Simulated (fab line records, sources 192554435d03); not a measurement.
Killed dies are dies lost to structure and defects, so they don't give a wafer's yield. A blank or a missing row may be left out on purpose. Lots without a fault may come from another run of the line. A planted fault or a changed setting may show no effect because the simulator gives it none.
Chamber matching | flow n5_finfet | N5_SDB_ETCH_17 on rie_diel-05: 4 sister chambers
The step etches SiARC in CF4, target depth 23.4 nm, time 39 s. 4 wafers are shown with their chamber, then 10 later ones without.

WAFERS WITH THEIR CHAMBER
wafer  | chamber | throttle_valve_pct (%)
L078.1 | 1       | 15.54
L084.4 | 3       | 15.93
L085.2 | 0       | 15.27
L085.3 | 2       | 15.65

WAFERS WITHOUT THEIR CHAMBER
wafer  | throttle_valve_pct (%)
L085.6 | 15.29
L086.2 | 15.30
L086.3 | 15.65
L086.4 | 15.65
L087.1 | 15.08
L087.2 | 15.28
L087.6 | 15.06
L088.2 | 15.09
L088.5 | 15.07
L088.6 | 15.65

WHICH CHAMBER EACH WENT THROUGH
wafer  | from the rows above     | in truth
L085.6 | can't be placed: 0 or 1 | 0
L086.2 | can't be placed: 0 or 1 | 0
L086.3 | can't be placed: 2 or 1 | 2
L086.4 | can't be placed: 2 or 1 | 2
L087.1 | 0                       | 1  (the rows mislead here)
L087.2 | 0                       | 0
L087.6 | 0                       | 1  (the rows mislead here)
L088.2 | 0                       | 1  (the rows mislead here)
L088.5 | 0                       | 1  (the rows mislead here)
L088.6 | can't be placed: 2 or 1 | 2
Placed correctly: 1 of 10. Can't be placed from these rows: 5 (the true chamber is among the candidates in 5). Placed wrongly: 4.
How it was worked out, from the rows above alone: a wafer's distance from a chamber is the root of the sum, over the readings, of the square of ((its reading less the chamber's mean) divided by the reading's scatter). The wafer belongs to the nearest chamber; if the next one is less than 2 further off, it can't be placed. A chamber's mean is the mean of its shown wafers. The scatter: with one shown wafer a chamber, the root of the mean of the squares of how far each hidden wafer lies from its nearest shown one.
